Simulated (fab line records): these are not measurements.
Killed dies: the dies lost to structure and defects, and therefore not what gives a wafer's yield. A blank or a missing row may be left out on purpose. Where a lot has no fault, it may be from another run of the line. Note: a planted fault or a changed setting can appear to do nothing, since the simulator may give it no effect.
Chamber matching | flow n5Finfet | 4 sister chambers for N5_HKMG_FIN_ETCH_67 on rieDiel-03
The step etches SOC in N2/H2, stops on TiN, target depth 388.9 nm. 4 wafers are shown with their chamber, then 8 later ones without.

== EACH WAFER AND ITS CHAMBER ==
wafer  | chamber | drypumpMotorCurrentA (A)
L088.1 | 3       | 5.6
L092.4 | 1       | 5.2
L092.5 | 0       | 6.3
L093.1 | 2       | 6.0

== WAFERS WITHOUT THEIR CHAMBER ==
wafer  | drypumpMotorCurrentA (A)
L093.5 | 6.2
L093.6 | 5.6
L094.2 | 6.3
L094.4 | 5.7
L094.6 | 5.6
L096.2 | 6.0
L096.4 | 5.2
L096.6 | 5.6

== THE CHAMBER EACH PASSED THROUGH ==
wafer  | from the rows above | in truth
L093.5 | 0                   | 0
L093.6 | 3                   | 3
L094.2 | 0                   | 0
L094.4 | 3                   | 3
L094.6 | 3                   | 3
L096.2 | 2                   | 2
L096.4 | 1                   | 1
L096.6 | 3                   | 3
8 of 8 placed correctly. From these rows, 0 cannot be placed. Wrongly placed: 0.
How it was worked out, from the rows above alone: a wafer's distance from a chamber is the root of the sum, over the readings, of the square of ((its reading less the chamber's mean) divided by the reading's scatter). The wafer belongs to the nearest chamber; if the next one is less than 2 further off, it can't be placed. For every chamber, the mean is computed from those of its wafers that are shown. The scatter: root of mean squared gap, hidden wafer to nearest shown wafer, with one shown wafer a chamber.
